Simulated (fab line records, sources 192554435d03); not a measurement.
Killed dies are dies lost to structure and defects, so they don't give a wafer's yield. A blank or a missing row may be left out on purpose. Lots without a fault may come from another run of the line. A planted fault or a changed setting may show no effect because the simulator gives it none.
A struck lot beside a sound one | flow n5_finfet | 37 steps out of a route of 1938
Sound: wafers L849.3, L849.5, L849.6. Struck: wafers L856.2, L856.3, L856.4. The cause comes at the end.
At each step with rows: each side's tool, then ch and its chambers, then its first start. Under that, the readings that differ: sound wafers | struck wafers | difference of the means | sigmas: that difference in standard deviations of wafers without a fault.
alike: readings whose means differ by less than 2 such deviations, and words and numbers that are the same on both sides. not compared: withheld readings, readings that some wafer has no value for, bounds like >300 that may hide the same value, and numbers for which the record gives no deviation and whose values overlap.
The two part at a step that has a row with sigmas, a row that says differs or no value, or rows on one side only. Numbers that don't overlap but have no deviation are shown without sigmas and don't part them. A reading that every wafer of one side lacks parts them only if that side has two wafers or more.

first, 11 steps without rows for these wafers: N5_BEOL_M9_ETCH_76 (etches underlayer in N2/H2, target depth 6.5 nm, time 5.2 s); N5_BEOL_M9_ETCH_65 (etches SiARC in CF4, target depth 15.6 nm, time 26 s); N5_BEOL_M9_ETCH_66 (etches SOC in N2/H2, target depth 80 nm, overetch 16 nm, time 120 s); N5_BEOL_M9_STRIP_69 (strips in N2/H2); N5_BEOL_M9_STRIP_77 (strips in N2/H2); N5_BEOL_M9_VIA_ETCH_34 (etches SiCOH lowk in C4F6/O2, target depth 182.4 nm, time 68.4 s); N5_BEOL_M9_STRIP_73 (strips in C4F6/O2); N5_BEOL_M9_STRIP_36 (strips in N2/H2); N5_BEOL_M9_TRENCH_ETCH_37 (etches SiCOH lowk in C4F6/O2, target depth 151.43 nm, time 49 s); N5_BEOL_M9_ETCH_41 (etches SiCN in CH3F/O2, target depth 36.6 nm, time 70.1 s); N5_BEOL_M9_STRIP_80 (strips in N2/H2, time 10 s).
N5_BEOL_M9_HM_STRIP_39: strips TiN in peroxide tin strip, target depth 25 nm, time 158 s.
  sound on wet_bench-04 ch 1,2,3, day 12 07:59; struck on wet_bench-01 ch 2,4,5, day 13 17:38
  alike: bath_heat_duty_pct
then, 24 steps without rows for these wafers: N5_BEOL_M9_SRD_40 (time 30 s); N5_BEOL_M9_PRECLEAN_42 (cleans in residue remover, time 60 s); N5_BEOL_M9_SRD_43 (time 30 s); N5_BEOL_M9_CURE_72 (cures SiCOH lowk, time 120 s); N5_BEOL_M9_DEGAS_44 (time 60 s); N5_BEOL_M9_PRE_CLEAN_45 (time 30 s); N5_BEOL_M9_ALD_74 (deposits TaN, target thk 2 nm, pulse time 2 s, purge time 3 s); N5_BEOL_M9_SURFACE_TREAT_79; N5_BEOL_M9_CVD_78 (deposits Co from CCTBA/H2, target thk 2 nm, time 138.9 s); N5_BEOL_M9_SPUTTER_48 (material Cu, target thk 12 nm, time 2 s); N5_BEOL_M9_ECD_50 (material Cu, target thk 318 nm); N5_BEOL_M9_ANNEAL_51 (time 90 s); N5_BEOL_M9_CMP_52 (polishes, stops on SiCOH lowk, t overpolish 7 s, target thk 140 nm); N5_BEOL_M9_PRE_CLEAN_55 (time 15 s); N5_BEOL_M9_DEP_56 (deposits SiCN from 3MS/NH3, target thk 15 nm, time 26.5 s); N5_BEOL_M10_ILD_DEP_00 (deposits SiCOH lowk from DEMS/porogen, target thk 308.51 nm, time 58 s); N5_BEOL_M10_CURE_71 (cures SiCOH lowk, time 240 s); N5_BEOL_M10_PECVD_70 (deposits SiO2 from TEOS/O2, target thk 20 nm, time 22.7 s); N5_BEOL_M10_HM_DEP_02 (deposits TiN, target thk 20 nm); N5_BEOL_M10_COAT_59 (time 60 s, resist thk 100 nm); N5_BEOL_M10_COAT_60 (time 60 s, resist thk 30 nm); N5_BEOL_M10_COAT_05 (resist thk 90 nm); N5_BEOL_M10_EBR_07; N5_BEOL_M10_SOFTBAKE_06 (time 60 s).
-- the record jumps here: 2 days lie between the struck wafers' starts before and after (it left off in module BEOL_M10 and takes up again in module PASSIVATION, whose first step shown is number 1936 of the route) --
N5_PASSIVATION_PROBE_49:
  sound on prober-01, day 14 15:33; struck on prober-02, day 15 19:23
  reading                  | sound          | struck         | difference | sigmas
  defect_limited_yield (%) | 91.5 91.9 88.5 | 91.7 82.9 83.1 | -4.7       | -3
  killed_at_M4_up          | 17 14 11       | 47 116 125     | +82        | +16
  killed_dies              | 100 96 136     | 98 202 200     | +56        | +3
  sort_bin_5_function (%)  | 4.7 4.6 6.8    | 5.7 10.3 9.9   | +3.3       | +3
  sort_n_pass              | 1080 1084 1044 | 1082 978 980   | -56        | -3
  sort_yield_pct (%)       | 91.5 91.9 88.5 | 91.7 82.9 83.1 | -4.7       | -3
  alike: killed_at_M0_to_M3, killed_at_contacts, killed_at_front_end, killed_at_other, killed_on_rim, killed_open, killed_short, sort_bin_6_memory

WHERE THEY PART
Only at N5_PASSIVATION_PROBE_49, within this record.

WHY: what the simulator had put in
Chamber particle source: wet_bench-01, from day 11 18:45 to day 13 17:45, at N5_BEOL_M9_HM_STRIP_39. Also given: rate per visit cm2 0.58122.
